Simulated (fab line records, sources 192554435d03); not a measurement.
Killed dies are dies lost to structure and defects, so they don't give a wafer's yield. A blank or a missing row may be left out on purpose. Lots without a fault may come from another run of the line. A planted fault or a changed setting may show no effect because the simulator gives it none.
A struck lot beside a sound one | flow n5_finfet | 36 steps out of a route of 1938
Sound: wafers L187.2, L187.3, L187.6. Struck: wafers L190.1, L190.3, L190.4. The cause comes at the end.
At each step with rows: each side's tool, then ch and its chambers, then its first start. Under that, the readings that differ: sound wafers | struck wafers | difference of the means | sigmas: that difference in standard deviations of wafers without a fault.
alike: readings whose means differ by less than 2 such deviations, and words and numbers that are the same on both sides. not compared: withheld readings, readings that some wafer has no value for, bounds like >300 that may hide the same value, and numbers for which the record gives no deviation and whose values overlap.
The two part at a step that has a row with sigmas, a row that says differs or no value, or rows on one side only. Numbers that don't overlap but have no deviation are shown without sigmas and don't part them. A reading that every wafer of one side lacks parts them only if that side has two wafers or more.

first, 9 steps without rows for these wafers: N5_WELL_APT_COAT_02 (resist thk 950 nm); N5_WELL_APT_EBR_04; N5_WELL_APT_SOFTBAKE_03 (time 60 s); N5_WELL_APT_EXPOSE_05 (exposes mask NWELL, defocus 0 nm, target cd 200 nm); N5_WELL_APT_PEB_06 (peb time 90 s); N5_WELL_APT_DEVELOP_07 (develop time 45 s); N5_WELL_APT_HARDBAKE_12 (time 120 s); N5_WELL_APT_DESCUM_13 (chemistry O2, time 7.9 s); N5_WELL_APT_IMPLANT_14.
N5_WELL_APT_IMPLANT_15:
  sound on implanter-01 ch 0, day 1 20:06; struck on implanter-01 ch 0, day 2 14:32
  reading            | sound                            | struck                           | difference  | sigmas
  dose_ions_cm2      | 1.5005e+13 1.4992e+13 1.4988e+13 | 2.2995e+13 2.3005e+13 2.2978e+13 | +7.9977e+12 | +99 or more
  faraday_current_uA | 186 192 194                      | 293 286 289                      | +99         | +27
  alike: beam_energy_keV, beam_on_s, tilt_deg
then, 25 steps without rows for these wafers: N5_WELL_APT_STRIP_16 (strips in SPM, time 900 s); N5_WELL_APT_HMDS_18 (time 60 s); N5_WELL_APT_COAT_19 (resist thk 950 nm); N5_WELL_APT_EBR_21; N5_WELL_APT_SOFTBAKE_20 (time 60 s); N5_WELL_APT_EXPOSE_22 (exposes mask PWELL, defocus 0 nm, target cd 200 nm); N5_WELL_APT_PEB_23 (peb time 90 s); N5_WELL_APT_DEVELOP_24 (develop time 45 s); N5_WELL_APT_HARDBAKE_29 (time 120 s); N5_WELL_APT_DESCUM_30 (chemistry O2, time 7.9 s); N5_WELL_APT_IMPLANT_31; N5_WELL_APT_IMPLANT_32; N5_WELL_APT_STRIP_33 (strips in SPM, time 900 s); N5_WELL_APT_RTA_34 (time 10 s); N5_WELL_APT_OXIDE_STRIP_42 (strips SiO2 in dHF, time 45 s, target depth 12 nm); N5_WELL_APT_PRECLEAN_36 (cleans in O3/DIW, time 45 s); N5_WELL_APT_PRECLEAN_39 (cleans in dHF, time 60 s); N5_WELL_APT_SRD_37 (time 30 s); N5_WELL_APT_EPI_41 (deposits Si from SiH4/H2, target thk 50 nm, time 297.7 s); N5_PMOS_HMC_CHANNEL_EPI_HM_DEP_34 (deposits SiO2 from TEOS/O2, target thk 36 nm, time 6.9 s); N5_PMOS_HMC_CHANNEL_EPI_COAT_31 (time 60 s, resist thk 66 nm); N5_PMOS_HMC_CHANNEL_EPI_COAT_03 (resist thk 205 nm); N5_PMOS_HMC_CHANNEL_EPI_EBR_05; N5_PMOS_HMC_CHANNEL_EPI_SOFTBAKE_04 (time 60 s); N5_PMOS_HMC_CHANNEL_EPI_EXPOSE_06 (exposes mask PMOS HMC BLK, target cd 240 nm).
-- the record jumps here: 7 days lie between the struck wafers' starts before and after (it left off in module PMOS_HMC_CHANNEL_EPI and takes up again in module BEOL_M4, whose first step shown is number 1111 of the route) --
N5_BEOL_M4_RC_MEAS_101:
  sound on prober-01 ch 0, day 8 18:54; struck on prober-01 ch 0, day 9 21:03
  reading             | sound                    | struck                    | difference | sigmas
  CJ_P                | 5.97 5.90 5.82           | 7.02 7.29 7.26            | +1.29      | +9
  IOFF_N (nA/um)      | 0.184 0.185 0.184        | 0.123 0.144 0.131         | -0.052     | -2
  IOFF_P_LONG (nA/um) | 0.000105 0.000104 0.0001 | 0.00013 0.000143 0.000141 | +0.00003   | +4
  VT_N (mV)           | 248.1 247.5 245.4        | 254.2 252.0 253.7         | +6.3       | +2
  alike: DIBL_N, DIBL_P, IOFF_P, ION_N, ION_P, SS_N, SS_P, VT_P

WHERE THEY PART
First at N5_WELL_APT_IMPLANT_15; last, within this record, at N5_BEOL_M4_RC_MEAS_101.

WHY: what the simulator had put in
Process parameter drift: implanter-01, from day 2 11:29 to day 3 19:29, at N5_WELL_APT_IMPLANT_15. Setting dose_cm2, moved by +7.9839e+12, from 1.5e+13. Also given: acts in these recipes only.
